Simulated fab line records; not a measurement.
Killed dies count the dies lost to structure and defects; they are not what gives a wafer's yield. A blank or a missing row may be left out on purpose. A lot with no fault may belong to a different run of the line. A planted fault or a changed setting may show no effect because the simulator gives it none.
fab line records -- flow n5Finfet -- part 2 of 2: steps 31 to 35 of 35
record lots=5, wafers=15, lastDay=17
route steps=1938 shown PASSIVATION@1898
lots untouched by any fault: they come from a run of this same line in which no faults occurred
startH: hours from the record's first day to the start of the lot's first wafer shown -- waitH: hours since the lot's step before -- " same as the row above -- L1.1+2: one row covering several wafers at once -- - no value, or no start given -- * or withheld: withheld -- < > ~ a bound
route shown NAME@n: a module of which the file shows steps, and the number in the route of the first -- usual: the fault-free wafers' mean and standard deviation -- same: alike in all rows -- chamber/n: place in a boat -- sites: readings site by site -- _std_site: how widely they spread, as a standard deviation -- _edge_site: inner sites' mean taken away from outer sites' mean -- radiusMm: how far each site lies from the wafer's centre -- mask NAME#n: copy n -- behind: tool/chamber where the wafer was last shaped -- hold: what put the lot on hold/how long, in hours/how the hold closed -- device: whichever transistor did not switch (one of n, p or np) -- end of line: the tests these same wafers got at the end of their route -- a step with no rows: only its recipe -- killed: at the first sort, the dies lost to defects and structure; wafer yield is something else -- map: the dies of a wafer, with x for killed, . for not killed, _ for no die there
set.NAME: the setting that was run; set.NAME@STEP: the one run at that earlier step -- model.NAME: the simulator's own value behind a step, which no gauge read
lots at some steps of the route; a table a step, a row a wafer
services: from which hour (startH, from the record's first day; less than 0 if before it) a tool's chamber was out of use, for how many hours, and why
## steps
# step N5_PASSIVATION_DESCUM_46
# recipe chemistry=O2, timeS=7.9, sourcePowerW=50, biasPowerW=20, pressureMtorr=20, rfFrequencyHz=2.712e+07, tempC=40, o2FlowSccm=225
# usual chamberPressureMTorr=20.003/0.021, drypumpMotorCurrentA=5.6/0.33, oesProductAu=0.78/0.084, rfVppV=243.2/1.1, showerheadPlenumPTorr=2.10/0.056, throttleValvePct=20.52/0.25
lot.wafer,tool,chamber,startH,waitH,chamberPressureMTorr,drypumpMotorCurrentA,oesProductAu,rfHoursCounterH,rfVppV,showerheadPlenumPTorr,throttleValvePct
L078.3,rieDiel-03,2,290.13,0.0,20.004,6.2,0.69,242,243.2,2.09,20.72
L078.5,rieDiel-03,2,290.13,0.0,20.002,6.3,0.69,-,242.7,2.09,20.71
L078.6,rieDiel-03,3,290.13,0.0,20.027,5.1,0.70,-,242.7,2.09,20.59
L086.4,rieDiel-06,3,337.67,0.0,20.006,5.1,0.68,226,244.0,2.17,21.03
L086.5,rieDiel-06,3,337.67,0.0,19.993,5.1,0.67,-,244.0,2.17,21.02
L086.6,rieDiel-06,2,337.67,0.0,19.990,5.5,0.78,-,242.6,2.08,20.42
L090.2,rieDiel-03,3,364.90,0.3,20.030,5.1,0.69,230,243.8,2.08,20.63
L090.3,rieDiel-03,1,364.90,0.3,19.978,5.8,0.73,184,243.8,2.11,20.58
L090.4,rieDiel-03,0,364.90,0.3,19.981,5.3,0.83,58,244.3,2.13,20.61
L091.3,rieDiel-01,0,373.13,0.0,19.988,5.7,0.77,128,243.6,2.19,20.18
L091.5,rieDiel-01,1,373.13,0.0,19.985,5.5,0.70,-,243.7,2.15,20.67
L091.6,rieDiel-01,2,373.13,0.0,20.025,5.7,0.88,-,243.1,2.15,20.60
L076.1,rieDiel-06,2,405.00,0.0,20.035,5.5,0.75,152,243.5,2.07,20.47
L076.4,rieDiel-06,2,405.00,0.0,19.983,5.5,0.75,-,242.0,2.07,20.46
L076.6,rieDiel-06,0,405.00,0.0,20.000,5.9,0.75,-,241.3,1.98,20.14
# step N5_PASSIVATION_PASS_ETCH_47
# recipe chemistry=CF4/O2, target=SiNx, targetDepthA=7700, timeS=385, ionEnergyEv=100, pressureMtorr=40, sourceW=535, biasW=49, Ar_flow_sccm=100, cf4FlowSccm=100, O2_flow_sccm=10
# usual chamberPressureMTorr=40.00/0.038, drypumpMotorCurrentA=5.6/0.34, mfcArSccm=99.97/0.29, oesProductAu=0.78/0.08, rfVppV=239/5.4, showerheadPlenumPTorr=2.21/0.049, throttleValvePct=15.96/0.21
lot.wafer,tool,chamber,startH,waitH,chamberPressureMTorr,drypumpMotorCurrentA,mfcArSccm,oesProductAu,rfHoursCounterH,rfVppV,showerheadPlenumPTorr,throttleValvePct
L078.3,rieDiel-03,2,290.16,0.0,39.90,6.3,99.46,0.69,242,242,2.17,16.05
L078.5,rieDiel-03,2,290.16,0.0,40.01,6.3,99.67,0.69,-,242,2.17,16.05
L078.6,rieDiel-03,3,290.16,0.0,39.98,5.1,99.65,0.70,-,240,2.20,16.02
L086.4,rieDiel-06,3,337.71,0.0,39.98,5.1,99.96,0.68,226,229,2.28,16.43
L086.5,rieDiel-06,3,337.71,0.0,40.01,5.1,99.51,0.69,-,229,2.28,16.46
L086.6,rieDiel-06,2,337.71,0.0,39.98,5.5,99.95,0.78,-,244,2.21,15.94
L090.2,rieDiel-03,3,364.93,0.0,40.00,5.1,99.55,0.68,230,239,2.19,16.06
L090.3,rieDiel-03,1,364.93,0.0,39.95,5.8,100.00,0.72,184,248,2.20,15.95
L090.4,rieDiel-03,0,364.93,0.0,40.05,5.3,99.90,0.82,58,241,2.24,15.96
L091.3,rieDiel-01,0,373.16,0.0,40.04,5.7,99.59,0.77,129,241,2.29,15.61
L091.5,rieDiel-01,1,373.16,0.0,39.99,5.5,99.97,0.71,-,241,2.27,16.21
L091.6,rieDiel-01,2,373.16,0.0,39.98,5.7,100.38,0.86,-,246,2.25,15.87
L076.1,rieDiel-06,2,405.04,0.0,39.98,5.5,100.63,0.75,152,244,2.20,15.98
L076.4,rieDiel-06,2,405.04,0.0,40.00,5.5,99.92,0.76,-,244,2.20,16.01
L076.6,rieDiel-06,0,405.04,0.0,39.94,5.9,100.09,0.76,-,235,2.12,15.79
# step N5_PASSIVATION_ETCH_54
# recipe chemistry=CHF3/O2, target=SiO2, targetDepthA=8800, CHF3_flow_sccm=50, O2_flow_sccm=5, Ar_flow_sccm=200, timeS=440, maskMaterial=PR, pressureMtorr=30, sourceW=650, biasW=170, ionEnergyEv=200
# usual chamberPressureMTorr=30.001/0.028, drypumpMotorCurrentA=5.6/0.33, mfcArSccm=200.0/0.63, oesProductAu=0.78/0.08, rfVppV=520/12, showerheadPlenumPTorr=2.41/0.058, throttleValvePct=18.88/0.22
lot.wafer,tool,chamber,startH,waitH,chamberPressureMTorr,drypumpMotorCurrentA,mfcArSccm,oesProductAu,rfHoursCounterH,rfVppV,showerheadPlenumPTorr,throttleValvePct
L078.3,rieDiel-03,2,290.39,0.1,29.999,6.3,199.6,0.69,242,526,2.36,18.91
L078.5,rieDiel-03,2,290.39,0.1,29.957,6.3,200.5,0.69,-,526,2.36,18.90
L078.6,rieDiel-03,3,290.39,0.1,29.981,5.1,198.9,0.70,-,519,2.39,18.92
L086.4,rieDiel-06,3,337.94,0.1,30.017,5.1,200.1,0.68,226,497,2.49,19.33
L086.5,rieDiel-06,3,337.94,0.1,29.978,5.1,200.0,0.68,-,496,2.49,19.36
L086.6,rieDiel-06,2,337.94,0.1,29.976,5.5,198.7,0.78,-,531,2.41,18.90
L090.2,rieDiel-03,3,365.16,0.1,30.000,5.2,200.7,0.69,230,518,2.38,18.94
L090.3,rieDiel-03,1,365.16,0.1,30.057,5.8,200.6,0.72,184,537,2.39,18.73
L090.4,rieDiel-03,0,365.16,0.1,29.986,5.3,199.2,0.82,58,526,2.47,19.03
L091.3,rieDiel-01,0,373.39,0.1,30.003,5.7,199.9,0.78,129,525,2.51,18.53
L091.5,rieDiel-01,1,373.39,0.1,30.018,5.5,200.4,0.71,-,526,2.47,19.06
L091.6,rieDiel-01,2,373.39,0.1,30.010,5.7,199.8,0.87,-,533,2.45,18.82
L076.1,rieDiel-06,2,405.27,0.1,29.969,5.5,199.7,0.75,152,530,2.41,18.94
L076.4,rieDiel-06,2,405.27,0.1,29.982,5.5,200.3,0.75,-,533,2.41,18.94
L076.6,rieDiel-06,0,405.27,0.1,30.053,5.9,200.6,0.77,-,513,2.31,18.63
# step N5_PASSIVATION_STRIP_48
# recipe chemistry=O2, powerW=600, tempC=60, pressureMtorr=30, rfFrequencyHz=6e+07, biasPowerW=0, overashFraction=0.5, o2FlowSccm=225
# usual chamberPressureMTorr=30.01/0.13, drypumpMotorCurrentA=5.6/0.34, oesProductAu=0.78/0.083, rfVppV=3.8/2.2, showerheadPlenumPTorr=2.10/0.056, throttleValvePct=16.76/0.24
lot.wafer,tool,chamber,startH,waitH,chamberPressureMTorr,drypumpMotorCurrentA,oesProductAu,rfHoursCounterH,rfVppV,showerheadPlenumPTorr,throttleValvePct
L078.3,rieDiel-03,2,290.68,0.1,29.80,6.2,0.69,242,3.9,2.09,17.02
L078.5,rieDiel-03,2,290.68,0.1,30.18,6.2,0.68,-,3.7,2.09,16.97
L078.6,rieDiel-03,3,290.68,0.1,30.03,5.2,0.72,-,7.5,2.09,16.89
L086.4,rieDiel-06,3,338.23,0.1,29.98,5.1,0.63,227,3.8,2.17,17.20
L086.5,rieDiel-06,3,338.23,0.1,29.95,5.2,0.69,-,0.4,2.17,17.24
L086.6,rieDiel-06,2,338.23,0.1,29.96,5.5,0.77,-,6.1,2.09,16.61
L090.2,rieDiel-03,3,365.45,0.1,29.96,5.1,0.69,230,10.5,2.08,16.85
L090.3,rieDiel-03,1,365.45,0.1,30.10,5.8,0.73,184,5.5,2.11,16.82
L090.4,rieDiel-03,0,365.45,0.1,29.77,5.3,0.81,58,2.2,2.14,16.85
L091.3,rieDiel-01,0,373.68,0.1,30.01,5.7,0.77,129,2.2,2.20,16.47
L091.5,rieDiel-01,1,373.68,0.1,29.88,5.5,0.72,-,2.5,2.15,17.04
L091.6,rieDiel-01,2,373.68,0.1,29.80,5.7,0.86,-,6.9,2.16,16.76
L076.1,rieDiel-06,2,405.55,0.1,30.02,5.5,0.77,153,1.6,2.07,16.74
L076.4,rieDiel-06,2,405.55,0.1,29.84,5.5,0.74,-,0.5,2.08,16.66
L076.6,rieDiel-06,0,405.55,0.1,30.05,5.9,0.77,-,5.4,1.99,16.46
# step N5_PASSIVATION_STRIP_52
# recipe chemistry=postEtchResidueRemover, timeS=1200, tempC=72.5
lot.wafer,tool,chamber,startH,waitH
L078.3+5+6,wetBench-06,"3,7,2",290.74,-
L086.4+5+6,wetBench-04,"3,5,4",338.29,-
L090.2+3+4,wetBench-06,"4,6,7",365.51,-
L091.3+5+6,wetBench-04,"1,5,4",373.75,-
L076.1+4+6,wetBench-06,"4,0,6",405.62,-
## services
tool,chamber,startH,hours,kind
rieDiel-06,1,265.85,-,clean
krfScanner-02,-,266.71,1.3,pm
lithoTrack-05,-,270.09,-,consumableReplace:filter
rieMetal-03,-,270.28,0.5,repair
pecvd-04,-,285.39,1.9,repair
krfScanner-02,-,289.73,0.8,pm
krfScanner-01,-,308.29,3.6,pm
wetBench-04,-,308.38,1.9,repair
pecvd-02,-,309.21,0.3,repair
rieMetal-01,-,314.71,0.2,repair
rieDiel-03,0,317.64,4.0,repair
pecvd-02,2,319.24,2.2,repair
pecvd-03,2,336.06,4.2,repair
rieDiel-01,1,338.06,3.9,repair
rieMetal-02,0,339.97,3.3,repair
rieDiel-03,1,354.52,4.8,repair
pecvd-03,0,363.33,5.6,repair
rieDiel-03,-,372.66,0.1,repair
krfScanner-01,-,375.74,1.3,pm
krfScanner-01,-,384.63,1.0,pm
rieMetal-03,1,392.19,7.0,repair
rieMetal-03,-,395.65,0.4,repair
rieDiel-06,3,400.20,6.6,repair
krfScanner-01,-,404.08,0.8,pm
